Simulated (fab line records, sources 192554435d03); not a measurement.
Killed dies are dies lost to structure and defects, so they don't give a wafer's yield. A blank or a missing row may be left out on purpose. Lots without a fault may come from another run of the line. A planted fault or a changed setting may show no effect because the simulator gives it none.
fab line records | flow n5_finfet
record lots=5 wafers=12 last_day=19
route steps=1938 shown BEOL_M5@1182 BEOL_M6@1194
lots that met no fault: from a run of the same line without faults
start_h: hours from the record's first day to the start of the lot's first wafer shown | wait_h: hours since the lot's step before | " the same as in the row above | L1.1+2: a row that stands for several wafers | - no value, or no start given | * or withheld: withheld | < > ~ a bound
route shown NAME@n: a module of which the file shows steps, and the number in the route of the first | usual: mean/standard deviation of fault-free wafers | same: alike in all rows | chamber/n: place in a boat | sites: the reading at each site | _std_site: their standard deviation | _edge_site: outer sites' mean less inner sites' | radius_mm: how far each site lies from the wafer's centre | mask NAME#n: copy n | behind: the tool/chamber that last shaped the wafer | hold: why the lot was held/for how many hours/how that ended | device: the transistor (n, p or np) that didn't switch | end of line: the same wafers' tests at the end of the route | a step without rows: its recipe alone | killed: dies lost to structure and defects at the first sort, not the wafer's yield | map: a wafer's dies, x killed, . not, _ none there
set.NAME: the setting as run; set.NAME@STEP: as run at that earlier step | model.NAME: the simulator's own value behind a step, which no gauge read
lots at some steps of the route; a table a step, a row a wafer
services: from which hour (start_h, from the record's first day; less than 0 if before it) a tool's chamber was out of use, for how many hours, and why
## steps
# step N5_BEOL_M5_ANNEAL_89
# recipe temp_c=400 time_s=1800 ambient=vacuum
# step N5_BEOL_M5_SPUTTER_90
# recipe material=Cu target_thk_a=45 temp_c=-20 chamber_pressure_pa=0.07 power_w=withheld time_s=8.29
# step N5_BEOL_M5_ECD_50
# recipe material=Cu target_thk_a=3000
# step N5_BEOL_M5_ANNEAL_51
# recipe temp_c=225 time_s=90 ambient=N2
# step N5_BEOL_M5_CMP_52
# recipe stop_on=SiCOH_lowk t_overpolish_s=6.9 down_force_psi=1 platen_rpm=50 clearing_platen_down_force_psi=1.5 clearing_platen_rpm=50 post_cmp_clean=cu_alkaline target_thk_nm=62 clearing_platen_pad_velocity_m_s=0.99484 pad_velocity_m_s=0.99484
# step N5_BEOL_M5_PRE_CLEAN_77
# recipe gas=NH3/H2 time_s=15 temp_c=* rf_power_w=300
# step N5_BEOL_M5_CO_CAP_78
# recipe material=Co target_thk_a=20 temp_c=200 precursor=CCTBA/H2 pressure_torr=30 time_s=102.1
# step N5_BEOL_M5_PRE_CLEAN_55
# recipe gas=NH3 time_s=15 temp_c=withheld rf_power_w=300
# step N5_BEOL_M5_DEP_56
# recipe material=SiCN target_thk_a=80 temp_c=withheld precursor=3MS/NH3 pressure_torr=3 rf_w=202 time_s=14
# step N5_BEOL_M6_ILD_DEP_00
# recipe material=SiCOH_lowk target_thk_a=1797.5 temp_c=300 precursor=DEMS/porogen pressure_torr=5 rf_w=500 time_s=33.4
# usual heater_power_w=295/41 showerhead_plenum_p_Torr=5.740/0.014 throttle_valve_pct=14.1/1.2
# columns lot.wafer tool chamber start_h wait_h heater_power_w showerhead_plenum_p_Torr throttle_valve_pct model.SiCOH_lowk_of_BEOL_M6_ILD_DEP_00.thk_nm
L473.4 pecvd-03 1 194.23 0.1 257 5.751 16.2 180.4
L473.5 " 2 " " 326 5.720 12.8 180.4
L473.6 " 0 " " 311 5.742 13.3 180.8
L484.4 pecvd-03 2 282.25 0.1 327 5.731 13.0 180.2
L484.6 " 2 " " 344 5.743 12.8 127.6
L482.2 pecvd-03 1 282.89 0.0 267 5.739 16.3 179.6
L482.6 " 1 " " 276 5.738 16.0 131.2
L487.4 pecvd-03 2 286.72 0.1 340 5.735 13.2 179.4
L487.6 " 1 " " 269 5.761 16.1 132.4
L496.1 pecvd-02 0 351.33 0.0 258 5.731 14.1 178.4
L496.3 " 1 " " 293 5.740 15.5 178.6
L496.5 " 2 " " 374 5.756 12.7 182.8
# step N5_BEOL_M6_CURE_74
# recipe temp_c=385 time_s=240 ambient=He/Ar material=SiCOH_lowk
# step N5_BEOL_M6_THK_MEAS_01
# recipe reads=SiCOH_lowk_of_BEOL_M6_ILD_DEP_00
# usual M6_ILD_THK=155.0/1.9
# columns lot.wafer tool chamber start_h wait_h M6_ILD_THK[nm]
L473.4 film_metro-01 - 194.79 0.2 155.5
L473.5 " - " " 155.5
L473.6 " - " " 155.9
L484.4 film_metro-01 - 282.83 0.2 155.3
L484.6 " - " " 109.7
L482.2 film_metro-01 - 283.49 0.4 154.7
L482.6 " - " " 112.9
L487.4 film_metro-01 - 287.27 0.2 154.6
L487.6 " - " " 113.9
L496.1 film_metro-01 - 352.40 0.8 153.9
L496.3 " - " " 154.0
L496.5 " - " " 157.7
# step N5_BEOL_M6_PECVD_70
# recipe material=SiO2 target_thk_a=200 temp_c=400 precursor=TEOS/O2 pressure_torr=5.5 rf_w=450 teos_flow_sccm=53.8 gas=O2 flow_sccm=3000 time_s=22.7
# step N5_BEOL_M6_HM_DEP_02
# recipe material=TiN target_thk_a=200 temp_c=25 chamber_pressure_pa=0.49996
# step N5_BEOL_M6_COAT_59
# recipe resist=SOC temp_c=250 time_s=60 spin_rpm=1500 resist_thk_nm=100
# step N5_BEOL_M6_COAT_60
# recipe resist=SiARC temp_c=220 time_s=60 spin_rpm=1500 resist_thk_nm=35
# step N5_BEOL_M6_COAT_05
# recipe resist=CAR-ArF spin_rpm=1500 resist_thk_nm=90
# step N5_BEOL_M6_EBR_07
# recipe solvent=PGMEA ebr_width_mm=1.5
# step N5_BEOL_M6_SOFTBAKE_06
# recipe temp_c=110 time_s=60 resist=CAR-ArF
# step N5_BEOL_M6_EXPOSE_08
# recipe mask_id=M6 na=1.35 source_shape=dipole sigma_inner=0.817 sigma_outer=0.97 polarization=te dose_mj=68.25
# step N5_BEOL_M6_PEB_09
# recipe peb_temp_c=withheld peb_time_s=60 resist=CAR-ArF
# step N5_BEOL_M6_DEVELOP_10
# recipe develop_time_s=30 developer=TMAH resist=CAR-ArF rinse_liquid=diw dry=air_spin dev_temp_c=23
# step N5_BEOL_M6_DESCUM_16
# recipe chemistry=O2 time_s=7.9 source_power_w=50 bias_power_w=20 pressure_mtorr=20 rf_frequency_hz=2.712e+07 temp_c=40 resist=CAR-ArF o2_flow_sccm=225
# step N5_BEOL_M6_ETCH_61
# recipe chemistry=CF4 target=SiARC target_depth_a=455 mask_material=CAR-ArF time_s=75.8 ion_energy_ev=80 pressure_mtorr=40 source_w=545 bias_w=36 Ar_flow_sccm=100 cf4_flow_sccm=100 ends=cleared
# step N5_BEOL_M6_ETCH_62
# recipe chemistry=N2/H2 target=SOC target_depth_a=1100 overetch_a=220 mask_material=SiARC temp_c=40 time_s=165 ion_energy_ev=200 pressure_mtorr=30 source_w=840 bias_w=150 n2_flow_sccm=200 h2_flow_sccm=200
# step N5_BEOL_M6_STRIP_68
# recipe chemistry=N2/H2 temp_c=40 n2_flow_sccm=200 h2_flow_sccm=200 rf_frequency_hz=6e+07
# step N5_BEOL_M6_STRIP_67
# recipe chemistry=CF4 resist=SiARC power_w=300 bias_power_w=75 pressure_mtorr=50 cf4_flow_sccm=150 rf_frequency_hz=6e+07
# step N5_BEOL_M6_HM_OPEN_17
# recipe chemistry=Cl2/BCl3 target_depth_a=200 overetch_a=60 target=TiN mask_material=SOC ion_energy_ev=150 pressure_mtorr=10 icp_w=1000 bias_w=126 Cl2_flow_sccm=53.25 bcl3_flow_sccm=21.75 Ar_flow_sccm=25
# step N5_BEOL_M6_STRIP_19
# recipe chemistry=O2 power_w=400 temp_c=40 pressure_mtorr=30 rf_frequency_hz=6e+07 bias_power_w=0 overash_fraction=0.2 o2_flow_sccm=225
# step N5_BEOL_M6_COAT_63
# recipe resist=SOC temp_c=250 time_s=60 spin_rpm=1500 resist_thk_nm=60
# step N5_BEOL_M6_COAT_64
# recipe resist=SiARC temp_c=220 time_s=60 spin_rpm=1500 resist_thk_nm=12
# step N5_BEOL_M6_COAT_71
# recipe resist=underlayer temp_c=205 time_s=60 spin_rpm=1500 resist_thk_nm=5
# step N5_BEOL_M6_COAT_22
# recipe resist=CAR-EUV spin_rpm=1500 resist_thk_nm=30
# step N5_BEOL_M6_EBR_24
# recipe solvent=PGMEA ebr_width_mm=1.5
# step N5_BEOL_M6_SOFTBAKE_23
# recipe temp_c=110 time_s=60 resist=CAR-EUV
# step N5_BEOL_M6_CMP_52
# recipe stop_on=SiCOH_lowk t_overpolish_s=6.9 down_force_psi=1 platen_rpm=50 clearing_platen_down_force_psi=1.5 clearing_platen_rpm=50 post_cmp_clean=cu_alkaline target_thk_nm=80 clearing_platen_pad_velocity_m_s=0.99484 pad_velocity_m_s=0.99484
# usual motor_current_A=6.0/0.57 pad_life_wafers=897/600
# columns lot.wafer tool chamber start_h wait_h motor_current_A pad_life_wafers model.SiCOH_lowk_of_BEOL_M6_ILD_DEP_00.thk_nm
L473.4 cmp-01 2 203.71 0.2 5.8 1753 152.6
L473.6 " 1 " " 6.9 - 152.8
L473.5 " 2 " " 5.8 - 152.6
L484.4 cmp-03 0 295.07 0.2 6.5 1105 152.4
L484.6 " 3 " " 6.0 - 106.8
L482.2 cmp-04 2 295.62 0.3 6.7 1927 151.8
L482.6 " 1 " " 6.1 - 109.8
L487.4 cmp-03 3 296.50 0.2 5.5 1123 151.8
L487.6 " 2 " " 6.6 - 110.8
L496.1 cmp-04 0 361.71 0.3 5.9 349 150.8
L496.3 " 1 " " 6.1 350 151
L496.5 " 3 " " 6.0 - 154.6
## services
# columns tool chamber start_h hours kind
pecvd-02 0 189.16 5.0 scheduled_down
cmp-04 - 192.98 3.4 pm
cmp-01 - 195.17 1.2 repair
pecvd-02 2 202.38 - clean
pecvd-02 2 202.38 - consumable_replace:showerhead
pecvd-02 2 202.38 29.0 scheduled_down
pecvd-02 2 202.38 29.0 vent_cycle
cmp-03 - 209.79 0.4 repair
cmp-01 - 237.79 4.0 pm
cmp-01 - 241.79 - consumable_replace:conditioner
cmp-01 - 241.79 - consumable_replace:pad
cmp-04 - 255.24 0.7 repair
pecvd-02 0 259.09 5.5 scheduled_down
pecvd-03 0 279.12 5.2 repair
pecvd-03 - 297.02 5.5 pm
cmp-03 - 297.74 5.6 repair
pecvd-02 0 298.21 2.1 scheduled_down
cmp-04 - 306.38 0.4 repair
cmp-04 - 314.71 4.0 pm
cmp-04 - 318.71 - consumable_replace:conditioner
cmp-04 - 318.71 - consumable_replace:pad
pecvd-02 1 325.62 5.5 scheduled_down
pecvd-02 1 333.33 8.4 repair
cmp-01 - 343.50 0.9 repair
## key
first_sign step=N5_BEOL_M6_THK_MEAS_01 reading=M6_ILD_THK direction=down sigmas=22 usual=155.0 struck=112.2
effect none on later readings
model_effect step=N5_BEOL_M6_ILD_DEP_00 value=SiCOH_lowk_of_BEOL_M6_ILD_DEP_00.thk_nm without=180.2 struck=130.4
model_effect step=N5_BEOL_M6_CMP_52 value=SiCOH_lowk_of_BEOL_M6_ILD_DEP_00.thk_nm without=152.4 struck=109.1
met_at N5_BEOL_M6_ILD_DEP_00
struck_wafers L482.6,L484.6,L487.6
onset_between 194.23 282.25
fault kind=process_parameter_drift tool=pecvd-03 chamber=- onset_h=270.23 steps=N5_BEOL_M6_ILD_DEP_00 channel=time_s offset=* shape=step end_h=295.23 scope=struck_wafers_only acts_in=* stated=*
